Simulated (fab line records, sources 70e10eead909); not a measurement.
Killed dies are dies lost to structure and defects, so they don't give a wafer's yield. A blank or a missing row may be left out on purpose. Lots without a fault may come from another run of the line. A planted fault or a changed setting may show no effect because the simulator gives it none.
A struck lot beside a sound one | flow nand_harc | 34 steps out of a route of 1159
Sound: wafers L127.1, L127.3, L127.5. Struck: wafers L115.3, L115.5, L115.6. The cause comes at the end.
At each step with rows: each side's tool, then ch and its chambers, then its first start. Under that, the readings that differ: sound wafers | struck wafers | difference of the means | sigmas: that difference in standard deviations of wafers without a fault.
alike: readings whose means differ by less than 2 such deviations, and words and numbers that are the same on both sides. not compared: withheld readings, readings that some wafer has no value for, bounds like >300 that may hide the same value, and numbers for which the record gives no deviation and whose values overlap.
The two part at a step that has a row with sigmas, a row that says differs or no value, or rows on one side only. Numbers that don't overlap but have no deviation are shown without sigmas and don't part them. A reading that every wafer of one side lacks parts them only if that side has two wafers or more.

first, 10 steps without rows for these wafers: NHARC_P_M2_DESCUM_14 (chemistry O2, time 3 s); NHARC_P_M2_ETCH_35 (etches the open film in N2/H2, target depth 40 nm, overetch 12 nm, time 43.94 s); NHARC_P_M2_ETCH_15 (etches the open film in C4F8/Ar, target depth 182.5 nm, time 91.2 s); NHARC_P_M2_STRIP_18 (strips in N2/H2); NHARC_P_M2_ETCH_28 (etches the open film in CF4/N2, target depth 30 nm, time 72.99 s); NHARC_P_M2_STRIP_19 (strips in post etch residue remover, time 600 s); NHARC_P_M2_DEGAS_29 (time 60 s); NHARC_P_M2_PRE_CLEAN_30 (time 30 s); NHARC_P_M2_PVD_20 (deposits TaN, target thk 5 nm, time 8.06 s); NHARC_P_M2_PVD_21 (deposits Cu, target thk 30 nm, time 20.49 s).
NHARC_P_M2_ECD_22: material Cu, target thk 400 nm.
  sound on ecd_cu-02 ch 0,1, day 11 06:17; struck on ecd_cu-01 ch 0,1, day 8 10:42
  alike: bath_heat_duty_pct
then, 22 steps without rows for these wafers: NHARC_P_M2_ANNEAL_31 (time 90 s); NHARC_P_M2_CMP_23 (polishes, t overpolish 20 s, target thk 144.3 nm); NHARC_P_M2_SRD_25; NHARC_P_M2_PRE_CLEAN_32 (time 12 s); NHARC_P_M2_DEP_33 (deposits SiCN, target thk 30 nm); NHARC_P_BONDPAD_DEP_00 (deposits SiCN, target thk 250 nm); NHARC_P_BONDPAD_CMP_32 (polishes SiCN, target thk 200 nm); NHARC_P_BONDPAD_SRD_34; NHARC_P_BONDPAD_DEHYDRATE_01 (time 120 s); NHARC_P_BONDPAD_HMDS_02 (time 30 s); NHARC_P_BONDPAD_COAT_36 (time 65 s); NHARC_P_BONDPAD_COAT_03 (resist thk 600 nm); NHARC_P_BONDPAD_SOFTBAKE_04 (time 70 s); NHARC_P_BONDPAD_EBR_05; NHARC_P_BONDPAD_EXPOSE_06 (exposes mask P BPAD); NHARC_P_BONDPAD_PEB_07 (peb time 80 s); NHARC_P_BONDPAD_DEVELOP_08 (time 50 s); NHARC_P_BONDPAD_HARDBAKE_10 (time 65 s); NHARC_P_BONDPAD_DESCUM_11 (chemistry O2, time 3 s); NHARC_P_BONDPAD_ETCH_37 (etches the open film in N2/H2, target depth 60 nm, overetch 18 nm, time 65.91 s); NHARC_P_BONDPAD_ETCH_12 (etches the open film in CHF3/O2, target depth 200 nm, time 100 s); NHARC_P_BONDPAD_STRIP_15 (strips in O2).
-- the record jumps here: 13 days lie between the struck wafers' starts before and after (it left off in module P_BONDPAD and takes up again in module END, whose first step shown is number 1159 of the route) --
NHARC_END_SORT_01:
  sound on prober-02 ch 0, day 24 23:44; struck on prober-01 ch 0, day 21 11:32
  reading                  | sound          | struck         | difference | sigmas
  defect_limited_yield (%) | 92.6 93.8 94.2 | 66.9 67.4 67.2 | -26.4      | -16
  killed_at_array          | 50 42 33       | 17 20 10       | -26        | -2
  killed_at_periphery      | 0 0 6          | 207 201 212    | +205       | +85
  killed_dies              | 50 42 39       | 224 221 222    | +179       | +15
  sort_bin_2_pct (%)       | 3.8 1.6 1.5    | 10.5 11.2 10.3 | +8.4       | +12
  sort_bin_3_pct (%)       | 0.44 0.15 0.44 | 2.07 0.89 1.62 | +1.18      | +5
  sort_bin_4_pct (%)       | 3.1 4.4 3.8    | 20.5 20.5 20.8 | +16.8      | +15
  sort_n_pass              | 627 635 638    | 453 456 455    | -179       | -15
  sort_rim_yield_pct (%)   | 91 96 92       | 75 62 66       | -25        | -8
  sort_yield_pct (%)       | 92.6 93.8 94.2 | 66.9 67.4 67.2 | -26.4      | -16
  alike: killed_at_other, killed_open, killed_short

WHERE THEY PART
Only at NHARC_END_SORT_01, within this record.

WHY: what the simulator had put in
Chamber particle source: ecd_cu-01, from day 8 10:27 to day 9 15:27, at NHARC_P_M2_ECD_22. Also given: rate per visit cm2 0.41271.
